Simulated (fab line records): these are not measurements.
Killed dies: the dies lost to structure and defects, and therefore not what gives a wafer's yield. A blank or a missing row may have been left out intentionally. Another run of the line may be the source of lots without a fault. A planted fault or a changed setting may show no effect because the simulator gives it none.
Chamber matching ; flow n5_finfet ; N5_BEOL_M3_ETCH_64 on rie_diel-05: 4 sister chambers
The step etches SOC in N2/H2, target depth 75 nm, overetch 15 nm, time 112.5 s. 4 wafers are shown with their chamber, then 11 later ones without.

== WAFERS, EACH WITH ITS CHAMBER ==
wafer;chamber;showerhead_plenum_p_Torr (Torr)
L086.3;0;2.63
L092.2;1;2.58
L092.5;3;2.41
L076.2;2;2.42

== WAFERS WITH NO CHAMBER GIVEN ==
wafer;showerhead_plenum_p_Torr (Torr)
L076.3;2.41
L076.5;2.41
L095.1;2.41
L095.3;2.57
L095.6;2.57
L097.1;2.41
L097.3;2.62
L097.6;2.62
L096.1;2.41
L096.3;2.40
L096.4;2.62

== WHICH CHAMBER EACH WENT THROUGH ==
wafer;from the rows above;in truth
L076.3;can't be placed: 3 or 2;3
L076.5;can't be placed: 3 or 2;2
L095.1;can't be placed: 3 or 2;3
L095.3;1;1
L095.6;1;1
L097.1;can't be placed: 3 or 2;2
L097.3;0;0
L097.6;0;0
L096.1;can't be placed: 3 or 2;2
L096.3;can't be placed: 3 or 2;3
L096.4;0;0
Correctly placed: 5 of 11. These rows do not allow placing 6 (true chamber among the candidates in 6). Number placed wrongly: 0.
How it was worked out, from the rows above alone: a wafer's distance from a chamber is the root of the sum, over the readings, of the square of ((its reading less the chamber's mean) divided by the reading's scatter). If the next closest chamber is less than 2 further off than the closest, the wafer can't be placed; otherwise it belongs to the closest. Each chamber's mean is taken over the wafers shown for it. The scatter: with one shown wafer a chamber, the root of the mean of the squares of how far each hidden wafer lies from its nearest shown one.
